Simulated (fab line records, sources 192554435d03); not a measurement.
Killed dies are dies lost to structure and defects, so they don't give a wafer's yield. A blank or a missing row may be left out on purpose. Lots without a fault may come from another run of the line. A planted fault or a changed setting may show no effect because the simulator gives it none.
Chamber matching | flow n5_finfet | N5_BEOL_M13_CMP_49 on cmp-01: 4 sister chambers
The step polishes, stops on SiOC, t overpolish 17.1 s, target thk 420 nm. 8 wafers are shown with their chamber, then 9 later ones without.

WAFERS WITH THEIR CHAMBER
wafer  | chamber | motor_current_A (A) | barrier_field_endpoint_s (s)
L080.3 | 3       | 5.5                 | 30.4
L080.6 | 0       | 6.2                 | 31.5
L084.2 | 3       | 5.5                 | 29.2
L084.5 | 1       | 5.6                 | 29.1
L085.3 | 1       | 5.9                 | 29.6
L087.1 | 0       | 5.6                 | 30.9
L087.3 | 2       | 5.7                 | 30.1
L087.6 | 2       | 6.0                 | 30.2

WAFERS WITHOUT THEIR CHAMBER
wafer  | motor_current_A (A) | barrier_field_endpoint_s (s)
L093.1 | 5.6                 | 30.5
L093.3 | 5.8                 | 30.6
L093.4 | 6.3                 | 30.4
L091.2 | 6.4                 | 30.5
L091.5 | 5.8                 | 29.1
L091.6 | 5.6                 | 28.4
L097.1 | 6.0                 | 30.7
L097.3 | 5.1                 | 31.1
L097.5 | 5.7                 | 30.5

WHICH CHAMBER EACH WENT THROUGH
wafer  | from the rows above               | in truth
L093.1 | can't be placed: 2 or 3 or 0 or 1 | 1
L093.3 | can't be placed: 2 or 0 or 3 or 1 | 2
L093.4 | can't be placed: 2 or 0 or 1 or 3 | 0
L091.2 | can't be placed: 2 or 0 or 1 or 3 | 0
L091.5 | can't be placed: 1 or 3 or 2      | 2
L091.6 | can't be placed: 1 or 3 or 2      | 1
L097.1 | can't be placed: 0 or 2 or 3 or 1 | 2
L097.3 | can't be placed: 3 or 0 or 2 or 1 | 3
L097.5 | can't be placed: 2 or 0 or 3 or 1 | 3
Placed correctly: 0 of 9. Can't be placed from these rows: 9 (the true chamber is among the candidates in 9). Placed wrongly: 0.
How it was worked out, from the rows above alone: a wafer's distance from a chamber is the root of the sum, over the readings, of the square of ((its reading less the chamber's mean) divided by the reading's scatter). The wafer belongs to the nearest chamber; if the next one is less than 2 further off, it can't be placed. A chamber's mean is the mean of its shown wafers. The scatter: the root of (the sum of the squares of (reading less its chamber's mean) over the shown wafers, divided by (wafers less chambers)).
